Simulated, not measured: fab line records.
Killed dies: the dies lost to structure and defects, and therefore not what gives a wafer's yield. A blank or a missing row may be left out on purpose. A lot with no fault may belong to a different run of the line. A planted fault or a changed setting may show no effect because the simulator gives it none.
fab line records | flow nandHarc
[record] lots = 6 | wafers = 18 | lastDay = 33
route steps=1302 shown A_M0@1150 END@1302
lots with no fault: from the same line, run without faults
startH: hours from the record's first day to the start of the lot's first wafer shown | waitH: hours elapsed since this lot's preceding step | " unchanged from the row above | L1.1+2: a single row standing in for several wafers | - no value present, or no start provided | * or withheld: withheld | < > ~ a bound
route shown NAME@n: a module of which the file shows steps, and the number in the route of the first | usual: mean and standard deviation over wafers with no fault | same: alike in all rows | chamber/n: place in a boat | sites: per-site readings | _std_site: how widely they spread, as a standard deviation | _edge_site: the outer-site mean with the inner-site mean subtracted | radiusMm: how far each site lies from the wafer's centre | mask NAME#n: copy n | behind: the most recent tool/chamber to have shaped the wafer | hold: why the lot went on hold/how many hours it stayed there/how the hold came to an end | device: which transistor (n, p or np) failed to switch | end of line: tests of these same wafers at the route's end | a step without rows: its recipe alone | killed: dies that structure and defects cost at the first sort, which is not the same as the wafer's yield | map: dies across one wafer; x = killed, . = not, _ = none there
set.NAME: setting as actually run; set.NAME@STEP: the setting as run at that earlier step | model.NAME: the simulator's own value behind a step, which no gauge read
lots at selected steps of the route; one table per step, one row per wafer
services: from which hour (startH, from the record's first day; less than 0 if before it) a tool's chamber was out of use, for how many hours, and why
[[steps]]
[step NHARC_A_M0_DESCUM_14]
[recipe] timeS = 3 | o2FlowSccm = 200 | arFlowSccm = 0 | biasPowerW = 0 | chemistry = O2
[step NHARC_A_M0_ETCH_34]
[recipe] targetDepthA = 400 | overetchA = 120 | timeS = 43.94 | ionEnergyEv = 200 | n2FlowSccm = 150 | h2FlowSccm = 150 | arFlowSccm = 0 | rfW = 400 | biasW = 150 | chemistry = N2/H2
[usual] chamberPressureMTorr = 30.001/0.025 | drypumpMotorCurrentA = 6.1/0.5 | h2FlowSccm = 150.0/0.41 | oesProductAu = 1.002/0.01 | rfVppV = 431.8/1.8 | showerheadPlenumPTorr = 2.09/0.062 | throttleValvePct = 14.170/0.0091
lot.wafer | tool       | chamber | startH | waitH | chamberPressureMTorr | drypumpMotorCurrentA | h2FlowSccm | oesProductAu | rfHoursCounterH | rfVppV | showerheadPlenumPTorr | throttleValvePct
L697.4    | rieDiel-11 | 3       | 570.71 | 0.1   | 29.974               | 6.4                  | 149.9      | 0.999        | 6               | 428.2  | 1.98                  | 14.173
L697.1    | "          | 1       | "      | "     | 30.035               | 6.7                  | 150.0      | 1.005        | 7               | 432.7  | 2.12                  | 14.177
L697.3    | "          | 2       | "      | "     | 29.981               | 6.5                  | 149.2      | 0.994        | 8               | 431.7  | 2.12                  | 14.154
L702.1    | rieDiel-09 | 3       | 640.79 | 0.1   | 30.005               | 6.2                  | 149.9      | 0.993        | 6               | 429.8  | 2.03                  | 14.164
L702.4    | "          | 2       | "      | "     | 29.964               | 5.9                  | 150.3      | 1.005        | 6               | 433.4  | 2.15                  | 14.166
L702.6    | "          | 3       | "      | "     | 30.025               | 6.2                  | 149.9      | 0.994        | -               | 428.8  | 2.03                  | 14.175
L704.4    | rieDiel-11 | 3       | 650.54 | 0.1   | 29.957               | 6.4                  | 150.7      | 1.006        | 2               | 427.8  | 1.98                  | 14.152
L704.1    | "          | 0       | "      | "     | 30.019               | 5.6                  | 150.0      | 0.996        | 2               | 430.0  | 2.03                  | 14.167
L704.2    | "          | 1       | "      | "     | 30.006               | 6.9                  | 150.1      | 1.022        | 3               | 432.4  | 2.12                  | 14.157
L705.4    | rieDiel-11 | 3       | 666.38 | 0.1   | 30.036               | 6.4                  | 149.8      | 0.998        | 4               | 429.8  | 1.98                  | 14.165
L705.3    | "          | 1       | "      | "     | 30.011               | 6.8                  | 150.2      | 1.020        | 4               | 431.7  | 2.12                  | 14.182
L705.5    | "          | 3       | "      | "     | 29.999               | 6.4                  | 149.1      | 0.998        | -               | 429.8  | 1.98                  | 14.165
L708.2    | rieDiel-09 | 3       | 669.67 | 0.1   | 30.028               | 6.2                  | 149.5      | 1.002        | 7               | 430.3  | 2.03                  | 14.185
L708.4    | "          | 3       | "      | "     | 30.005               | 6.2                  | 150.1      | 1.006        | -               | 430.2  | 2.03                  | 14.162
L708.6    | "          | 0       | "      | "     | 30.014               | 5.8                  | 149.6      | 1.008        | -               | 431.9  | 2.13                  | 14.167
L715.1    | rieDiel-08 | 2       | 739.04 | 0.1   | 29.971               | 6.8                  | 150.7      | 0.992        | 1               | 433.2  | 2.18                  | 14.156
L715.4    | "          | 0       | "      | "     | 29.967               | 5.9                  | 149.6      | 1.015        | 1               | 432.3  | 2.14                  | 14.178
L715.5    | "          | 2       | "      | "     | 29.962               | 6.8                  | 149.8      | 1.000        | -               | 435.3  | 2.18                  | 14.166
[step NHARC_A_M0_ETCH_15]
[recipe] targetDepthA = 1500 | overetchA = 150 | timeS = 82.5 | c4f8FlowSccm = withheld | arFlowSccm = 400 | rfW = 600 | biasW = 300 | chemistry = C4F8/Ar
[usual] chamberPressureMTorr = 25.002/0.023 | oesProductAu = 0.954/0.022 | rfVppV = 442.2/1.8
lot.wafer | tool       | chamber | startH | waitH | chamberPressureMTorr | oesProductAu | rfHoursCounterH | rfVppV
L697.4    | rieDiel-11 | 1       | -      | -     | 25.053               | 0.929        | 8               | 444.5
L697.3    | "          | 3       | "      | "     | 25.015               | 0.930        | 6               | 439.9
L697.1    | "          | 0       | "      | "     | 25.022               | 0.919        | 7               | 439.3
L702.4    | rieDiel-09 | 3       | -      | -     | 25.013               | 0.952        | 6               | 441.1
L702.1    | "          | 0       | "      | "     | 24.977               | 0.967        | 6               | 443.7
L702.6    | "          | 2       | "      | "     | 25.003               | 0.981        | -               | 443.9
L704.1    | rieDiel-11 | 3       | -      | -     | 25.007               | 0.987        | 2               | 438.7
L704.4    | "          | 0       | "      | "     | 24.984               | 0.948        | 2               | 441.5
L704.2    | "          | 1       | "      | "     | 24.980               | 0.962        | 3               | 442.7
L705.3    | rieDiel-11 | 1       | -      | -     | 24.977               | 0.975        | 4               | 442.3
L705.4    | "          | 3       | "      | "     | 25.003               | 0.956        | 4               | 440.0
L705.5    | "          | 0       | "      | "     | 25.001               | 0.973        | -               | 440.5
L708.2    | rieDiel-09 | 0       | -      | -     | 25.015               | 0.931        | 7               | 443.6
L708.6    | "          | 3       | "      | "     | 25.024               | 0.924        | -               | 441.3
L708.4    | "          | 2       | "      | "     | 25.023               | 0.924        | -               | 442.2
L715.1    | rieDiel-08 | 1       | -      | -     | 25.032               | 0.965        | 1               | 443.4
L715.4    | "          | 2       | "      | "     | 24.994               | 0.978        | 1               | 444.0
L715.5    | "          | 0       | "      | "     | 25.016               | 0.989        | -               | 444.5
[step NHARC_A_M0_CD_MEAS_16]
[usual] cdNm = 80.1/0.88
lot.wafer | tool     | chamber | startH | waitH | cdNm
L697.1    | cdSem-02 | -       | 570.92 | -     | 80.1
L697.3    | "        | -       | "      | "     | 79.8
L697.4    | "        | -       | "      | "     | 79.6
L702.1    | cdSem-03 | -       | 641.00 | -     | 80.0
L702.4    | "        | -       | "      | "     | 80.8
L702.6    | "        | -       | "      | "     | 79.6
L704.1    | cdSem-03 | -       | 650.76 | -     | 80.5
L704.2    | "        | -       | "      | "     | 79.5
L704.4    | "        | -       | "      | "     | 79.5
L705.3    | cdSem-02 | -       | 666.59 | -     | 81.4
L705.4    | "        | -       | "      | "     | 81.4
L705.5    | "        | -       | "      | "     | 80.9
L708.2    | cdSem-03 | -       | 669.93 | -     | 78.9
L708.4    | "        | -       | "      | "     | 80.4
L708.6    | "        | -       | "      | "     | 81.0
L715.1    | cdSem-03 | -       | 739.25 | -     | 78.4
L715.4    | "        | -       | "      | "     | 78.8
L715.5    | "        | -       | "      | "     | 78.1
[step NHARC_A_M0_STRIP_18]
[recipe] powerW = 1000 | n2FlowSccm = 150 | h2FlowSccm = 150 | arFlowSccm = 0 | biasW = 0 | chemistry = N2/H2
[step NHARC_A_M0_STRIP_19]
[recipe] timeS = 600 | tempC = 30 | chemistry = postEtchResidueRemover
[step NHARC_A_M0_DEGAS_28]
[recipe] tempC = 250 | timeS = 60
[step NHARC_A_M0_PRE_CLEAN_29]
[recipe] timeS = 30 | tempC = 280 | gas = H2/He
[usual] heaterPowerW = 399/34
lot.wafer | tool          | chamber | startH | waitH | heaterPowerW
L697.3    | pvdSputter-02 | -       | -      | -     | 386
L697.1    | "             | -       | "      | "     | 341
L697.4    | "             | -       | "      | "     | 378
L702.1    | pvdSputter-01 | -       | -      | -     | 428
L702.4    | "             | -       | "      | "     | 393
L702.6    | "             | -       | "      | "     | 425
L704.1    | pvdSputter-01 | -       | -      | -     | 398
L704.2    | "             | -       | "      | "     | 424
L704.4    | "             | -       | "      | "     | 471
L705.3    | pvdSputter-03 | -       | -      | -     | 444
L705.4    | "             | -       | "      | "     | 368
L705.5    | "             | -       | "      | "     | 371
L708.4    | pvdSputter-03 | -       | -      | -     | 360
L708.2    | "             | -       | "      | "     | 438
L708.6    | "             | -       | "      | "     | 358
L715.4    | pvdSputter-01 | -       | -      | -     | 455
L715.1    | "             | -       | "      | "     | 423
L715.5    | "             | -       | "      | "     | 429
[step NHARC_A_M0_PVD_20]
[recipe] targetThkA = 50 | biasV = 168.6 | powerW = 15000 | chamberPressurePa = 0.12 | timeS = 8.06 | substrateTempC = 50 | material = TaN
[usual] biasV = 168.7/1.7 | cathodeDcPowerW = 15000/2.5 | chamberPressurePa = 0.12/0.00026 | throttleValvePct = 30.0/0.85
lot.wafer | tool          | chamber | startH | waitH | biasV | cathodeDcPowerW | chamberPressurePa | throttleValvePct
L697.4    | pvdSputter-02 | -       | -      | -     | 167.5 | 15000           | 0.12018           | 28.8
L697.1    | "             | -       | "      | "     | 168.1 | 15002           | 0.12021           | 29.7
L697.3    | "             | -       | "      | "     | 171.6 | 15003           | 0.12031           | 30.8
L702.1    | pvdSputter-01 | -       | -      | -     | 172.1 | 14998           | 0.12041           | 29.9
L702.4    | "             | -       | "      | "     | 166.7 | 15004           | 0.11996           | 29.8
L702.6    | "             | -       | "      | "     | 170.4 | 15000           | 0.12015           | 30.0
L704.2    | pvdSputter-01 | -       | -      | -     | 168.6 | 14995           | 0.11974           | 30.1
L704.1    | "             | -       | "      | "     | 167.8 | 15000           | 0.12029           | 29.9
L704.4    | "             | -       | "      | "     | 171.0 | 15001           | 0.11992           | 29.2
L705.4    | pvdSputter-03 | -       | -      | -     | 168.7 | 14995           | 0.12033           | 30.4
L705.3    | "             | -       | "      | "     | 167.9 | 14999           | 0.12003           | 28.8
L705.5    | "             | -       | "      | "     | 170.0 | 15002           | 0.11993           | 29.6
L708.2    | pvdSputter-03 | -       | -      | -     | 167.2 | 15002           | 0.11998           | 30.4
L708.4    | "             | -       | "      | "     | 170.3 | 15002           | 0.11979           | 30.3
L708.6    | "             | -       | "      | "     | 168.0 | 14996           | 0.12023           | 30.6
L715.1    | pvdSputter-01 | -       | -      | -     | 169.1 | 14994           | 0.12037           | 29.2
L715.4    | "             | -       | "      | "     | 168.8 | 14999           | 0.11989           | 30.2
L715.5    | "             | -       | "      | "     | 167.6 | 15000           | 0.11963           | 29.1
[step NHARC_A_M0_PVD_21]
[recipe] targetThkA = 300 | chamberPressurePa = 5 | powerW = 5000 | substrateTempC = 30 | timeS = 20.49 | material = Cu
[step NHARC_A_M0_ECD_22]
[recipe] targetThkA = 4000 | bathTempC = 25 | material = Cu
[step NHARC_A_M0_ANNEAL_30]
[recipe] tempC = 225 | timeS = 90
[usual] wafer_temp_C_max = 226.05/0.29
lot.wafer | tool         | chamber | startH | waitH | wafer_temp_C_max
L697.1    | rtpAnneal-01 | 0       | 572.27 | 0.3   | 226.41
L697.3    | "            | 0       | "      | "     | 226.62
L697.4    | "            | 0       | "      | "     | 226.31
L702.1    | rtpAnneal-01 | 0       | 642.36 | 0.3   | 226.13
L702.4    | "            | 0       | "      | "     | 226.11
L702.6    | "            | 0       | "      | "     | 226.00
L704.1    | rtpAnneal-01 | 0       | 652.14 | 0.3   | 226.60
L704.2    | "            | 0       | "      | "     | 226.49
L704.4    | "            | 0       | "      | "     | 226.29
L705.3    | rtpAnneal-02 | 0       | 668.08 | 0.3   | 226.03
L705.4    | "            | 0       | "      | "     | 226.49
L705.5    | "            | 0       | "      | "     | 225.81
L708.2    | rtpAnneal-02 | 0       | 671.35 | 0.3   | 225.46
L708.4    | "            | 0       | "      | "     | 225.74
L708.6    | "            | 0       | "      | "     | 225.80
L715.1    | rtpAnneal-02 | 0       | 740.62 | -     | 226.08
L715.4    | "            | 0       | "      | "     | 225.90
L715.5    | "            | 0       | "      | "     | 225.91
[step NHARC_A_M0_CMP_23]
[recipe] tOverpolishS = 20 | targetThkNm = 113.75
[usual] edgeZonePressureFrac = 1.000/0.0051 | motorCurrentA = 11.7/1.2 | timeToEndpointS = 30.3/2.8
lot.wafer | tool   | chamber | startH | waitH | edgeZonePressureFrac | motorCurrentA | timeToEndpointS
L697.3    | cmp-01 | 3       | 572.64 | -     | 0.992                | 10.7          | 32.2
L697.1    | "      | 1       | "      | "     | 1.002                | 10.5          | 28.1
L697.4    | "      | 2       | "      | "     | 1.009                | 11.2          | 29.4
L702.4    | cmp-04 | 2       | 642.71 | -     | -                    | -             | -
L702.1    | "      | 1       | "      | "     | -                    | -             | -
L702.6    | "      | 2       | "      | "     | -                    | -             | -
L704.4    | cmp-04 | 1       | 652.52 | -     | -                    | -             | -
L704.1    | "      | 2       | "      | "     | -                    | -             | -
L704.2    | "      | 3       | "      | "     | -                    | -             | -
L705.4    | cmp-02 | 1       | 668.32 | -     | 0.999                | 10.9          | 29.8
L705.3    | "      | 3       | "      | "     | 1.000                | 13.2          | 27.9
L705.5    | "      | 2       | "      | "     | 1.003                | 11.2          | 28.4
L708.4    | cmp-01 | 0       | 671.68 | -     | 1.005                | 10.4          | 31.8
L708.2    | "      | 1       | "      | "     | 0.999                | 10.4          | 29.0
L708.6    | "      | 3       | "      | "     | 1.002                | 10.3          | 30.9
L715.1    | cmp-04 | 1       | 740.99 | -     | 1.013                | 11.9          | 34.0
L715.4    | "      | 2       | "      | "     | 0.998                | 10.2          | 31.0
L715.5    | "      | 1       | "      | "     | 1.000                | 11.6          | 32.0
[step NHARC_A_M0_THK_MEAS_24]
[recipe] thkMeasGauge = xrf
[usual] thkNm = 114.2/1.5
lot.wafer | tool         | chamber | startH | waitH | thkNm
L697.1    | filmMetro-01 | -       | 572.96 | -     | 114.1
L697.3    | "            | -       | "      | "     | 113.5
L697.4    | "            | -       | "      | "     | 111.7
L702.1    | filmMetro-01 | -       | 643.02 | 0.2   | 400.7
L702.4    | "            | -       | "      | "     | 405.5
L702.6    | "            | -       | "      | "     | 404.7
L704.1    | filmMetro-01 | -       | 652.80 | 0.2   | 399.2
L704.2    | "            | -       | "      | "     | 398.3
L704.4    | "            | -       | "      | "     | 397.5
L705.3    | filmMetro-01 | -       | 668.64 | -     | 114.4
L705.4    | "            | -       | "      | "     | 115.3
L705.5    | "            | -       | "      | "     | 115.2
L708.2    | filmMetro-02 | -       | 671.96 | -     | 112.5
L708.4    | "            | -       | "      | "     | 114.1
L708.6    | "            | -       | "      | "     | 115.8
L715.1    | filmMetro-01 | -       | 741.28 | -     | 113.4
L715.4    | "            | -       | "      | "     | 111.1
L715.5    | "            | -       | "      | "     | 113.9
[step NHARC_A_M0_SRD_25]
[step NHARC_END_SORT_01]
[recipe] tempC = 25
[usual] defectLimitedYield = 91.1/2.9 | killedAtArray = 55/20 | killedAtOther = 1.1/1.2 | killedAtPeriphery = 3.8/2.8 | killedDies = 60/19 | killedOpen = 3.4/1.9 | killedShort = 2.2/1.5
[same] grossDies = 677
lot.wafer | tool      | chamber | startH | waitH | defectLimitedYield[%] | killedAtArray | killedAtOther | killedAtPeriphery | killedDies | killedOpen | killedShort
L702.1    | prober-02 | 0       | 682.96 | 2.5   | 0                     | 670           | 0             | 7                 | 677        | 2          | 2
L702.4    | prober-02 | 0       | 685.39 | 3.4   | 0                     | 675           | 0             | 2                 | 677        | 2          | 1
L702.6    | prober-02 | 0       | 687.01 | 4.1   | 0                     | 673           | 1             | 3                 | 677        | 2          | 2
L704.1    | prober-01 | 0       | 692.23 | 2.5   | 0                     | 669           | 0             | 8                 | 677        | 5          | 0
L704.2    | prober-01 | 0       | 693.02 | 2.8   | 0                     | 673           | 0             | 4                 | 677        | 3          | 3
L704.4    | prober-01 | 0       | 694.61 | 3.4   | 0                     | 671           | 0             | 6                 | 677        | 3          | 5
// killed by level:class
L702.1 A_M0:areaCmp=630 A_CHANNEL_HOLE_D2:chamberFilmFlake=12 A_CHANNEL_HOLE_D1:chamberFilmFlake=6 A_STAIRCASE:chamberFilmFlake=5 P_STI:chamberFilmFlake=4 A_WL_FILL:chamberFilmFlake=4 A_CONTACT:chamberFilmFlake=4 P_GATE:chamberFilmFlake=3
L702.4 A_M0:areaCmp=628 A_CHANNEL_HOLE_D2:chamberFilmFlake=25 A_SLIT:chamberFilmFlake=4 A_CONTACT:chamberFilmFlake=4 A_BONDPAD:chamberFilmFlake=3 A_BLC:geometricParticle:open=2 P_GATE:chamberFilmFlake=2 A_DECK1_JOINT:chamberFilmFlake=2
L702.6 A_M0:areaCmp=632 A_CHANNEL_HOLE_D2:chamberFilmFlake=13 A_STAIRCASE:chamberFilmFlake=5 A_CONTACT:chamberFilmFlake=5 A_CHANNEL_HOLE_D1:chamberFilmFlake=4 A_SLIT:chamberFilmFlake=4 P_GATE:chamberFilmFlake=3 A_BONDPAD:chamberFilmFlake=3
L704.1 A_M0:areaCmp=644 A_CHANNEL_HOLE_D1:chamberFilmFlake=8 A_STAIRCASE:chamberFilmFlake=7 P_CONTACT:geometricParticle:open=4 A_CONTACT:chamberFilmFlake=4 P_M0:chamberFilmFlake=3 A_DECK1_JOINT:chamberFilmFlake=2 A_SLIT:chamberFilmFlake=2
L704.2 A_M0:areaCmp=649 A_CHANNEL_HOLE_D1:chamberFilmFlake=8 A_CONTACT:chamberFilmFlake=4 A_SLIT:chamberFilmFlake=3 A_STAIRCASE:chamberFilmFlake=2 P_GATE:geometricParticle:short=1 P_M1:geometricParticle:open=1 A_ONON_D1:geometricParticle:short=1
L704.4 A_M0:areaCmp=635 A_CONTACT:chamberFilmFlake=10 A_STAIRCASE:chamberFilmFlake=7 A_CHANNEL_HOLE_D1:chamberFilmFlake=6 P_M0:chamberFilmFlake=3 A_SLIT:chamberFilmFlake=3 A_DECK1_JOINT:geometricParticle:short=2 P_GATE:geometricParticle:open=1
// map L702.1 (x killed, . not)
____________x____________
_________xxxxxxx_________
_______xxxxxxxxxxx_______
______xxxxxxxxxxxxx______
_____xxxxxxxxxxxxxxx_____
____xxxxxxxxxxxxxxxxx____
____xxxxxxxxxxxxxxxxx____
___xxxxxxxxxxxxxxxxxxx___
___xxxxxxxxxxxxxxxxxxx___
__xxxxxxxxxxxxxxxxxxxxx__
__xxxxxxxxxxxxxxxxxxxxx__
_xxxxxxxxxxxxxxxxxxxxxxx_
_xxxxxxxxxxxxxxxxxxxxxxx_
_xxxxxxxxxxxxxxxxxxxxxxx_
_xxxxxxxxxxxxxxxxxxxxxxx_
_xxxxxxxxxxxxxxxxxxxxxxx_
xxxxxxxxxxxxxxxxxxxxxxxxx
xxxxxxxxxxxxxxxxxxxxxxxxx
xxxxxxxxxxxxxxxxxxxxxxxxx
xxxxxxxxxxxxxxxxxxxxxxxxx
xxxxxxxxxxxxxxxxxxxxxxxxx
_xxxxxxxxxxxxxxxxxxxxxxx_
_xxxxxxxxxxxxxxxxxxxxxxx_
_xxxxxxxxxxxxxxxxxxxxxxx_
_xxxxxxxxxxxxxxxxxxxxxxx_
_xxxxxxxxxxxxxxxxxxxxxxx_
__xxxxxxxxxxxxxxxxxxxxx__
__xxxxxxxxxxxxxxxxxxxxx__
___xxxxxxxxxxxxxxxxxxx___
___xxxxxxxxxxxxxxxxxxx___
____xxxxxxxxxxxxxxxxx____
____xxxxxxxxxxxxxxxxx____
_____xxxxxxxxxxxxxxx_____
______xxxxxxxxxxxxx______
_______xxxxxxxxxxx_______
_________xxxxxxx_________
____________x____________
// map L704.1 (x killed, . not)
____________x____________
_________xxxxxxx_________
_______xxxxxxxxxxx_______
______xxxxxxxxxxxxx______
_____xxxxxxxxxxxxxxx_____
____xxxxxxxxxxxxxxxxx____
____xxxxxxxxxxxxxxxxx____
___xxxxxxxxxxxxxxxxxxx___
___xxxxxxxxxxxxxxxxxxx___
__xxxxxxxxxxxxxxxxxxxxx__
__xxxxxxxxxxxxxxxxxxxxx__
_xxxxxxxxxxxxxxxxxxxxxxx_
_xxxxxxxxxxxxxxxxxxxxxxx_
_xxxxxxxxxxxxxxxxxxxxxxx_
_xxxxxxxxxxxxxxxxxxxxxxx_
_xxxxxxxxxxxxxxxxxxxxxxx_
xxxxxxxxxxxxxxxxxxxxxxxxx
xxxxxxxxxxxxxxxxxxxxxxxxx
xxxxxxxxxxxxxxxxxxxxxxxxx
xxxxxxxxxxxxxxxxxxxxxxxxx
xxxxxxxxxxxxxxxxxxxxxxxxx
_xxxxxxxxxxxxxxxxxxxxxxx_
_xxxxxxxxxxxxxxxxxxxxxxx_
_xxxxxxxxxxxxxxxxxxxxxxx_
_xxxxxxxxxxxxxxxxxxxxxxx_
_xxxxxxxxxxxxxxxxxxxxxxx_
__xxxxxxxxxxxxxxxxxxxxx__
__xxxxxxxxxxxxxxxxxxxxx__
___xxxxxxxxxxxxxxxxxxx___
___xxxxxxxxxxxxxxxxxxx___
____xxxxxxxxxxxxxxxxx____
____xxxxxxxxxxxxxxxxx____
_____xxxxxxxxxxxxxxx_____
______xxxxxxxxxxxxx______
_______xxxxxxxxxxx_______
_________xxxxxxx_________
____________x____________
[[services]]
tool          | chamber | startH | hours | kind
pvdSputter-01 | -       | 571.49 | 10.4  | repair
cmp-04        | -       | 576.37 | 1.1   | repair
cmp-01        | -       | 577.52 | 4.0   | pm
rieDiel-08    | 0       | 579.45 | 3.8   | repair
cmp-04        | -       | 580.62 | 0.4   | repair
pvdSputter-01 | -       | 582.92 | 10.0  | pm
rieDiel-09    | 0       | 589.79 | 1.5   | repair
cmp-04        | -       | 601.14 | 4.0   | pm
rieDiel-11    | -       | 609.50 | 9.0   | pm
rieDiel-08    | 1       | 615.17 | 13.5  | repair
cmp-01        | -       | 617.94 | 2.3   | repair
rieDiel-09    | -       | 618.97 | 0.8   | repair
pvdSputter-03 | -       | 637.47 | 4.3   | repair
pvdSputter-02 | -       | 638.96 | 10.0  | pm
cmp-04        | -       | 644.88 | 5.8   | repair
rieDiel-09    | -       | 658.58 | 1.9   | repair
cmp-04        | -       | 663.65 | 0.8   | repair
rieDiel-09    | 1       | 664.22 | 12.5  | repair
cmp-04        | -       | 665.70 | 2.4   | repair
rieDiel-09    | -       | 674.15 | 9.0   | pm
cmp-04        | -       | 683.68 | 0.2   | repair
cmp-04        | -       | 699.14 | 4.0   | pm
pvdSputter-03 | -       | 704.04 | 10.0  | pm
pvdSputter-01 | -       | 710.34 | 7.1   | repair
[[key]]
[firstSign] step = NHARC_A_M0_CMP_23 | reading = toolRecord | direction = missing
[effect] step = NHARC_A_M0_THK_MEAS_24 | reading = thkNm | direction = up | sigmas = 99+ | usual = 114.2 | struck = 401.0
[effect] step = NHARC_END_SORT_01 | reading = defectLimitedYield | direction = down | sigmas = 32 | usual = 91.1 | struck = 0
[moreKillsBornAt] NHARC_A_M0_CMP_23@cmp-04 = 3818
metAt NHARC_A_M0_CMP_23
struckWafers L702.1,L702.4,L702.6,L704.1,L704.2,L704.4
laterRowsLeftOut L702.1,L702.4,L702.6,L704.1,L704.2,L704.4
[fault] kind = skippedStepWhole | tool = cmp-04 | chamber = - | onsetH = 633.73 | steps = NHARC_A_M0_CMP_23 | scope = struckLotsOnly
// laterRowsLeftOut: the simulator's readings of these wafers behind a module that went badly wrong aren't trusted and aren't shown, but for the sort
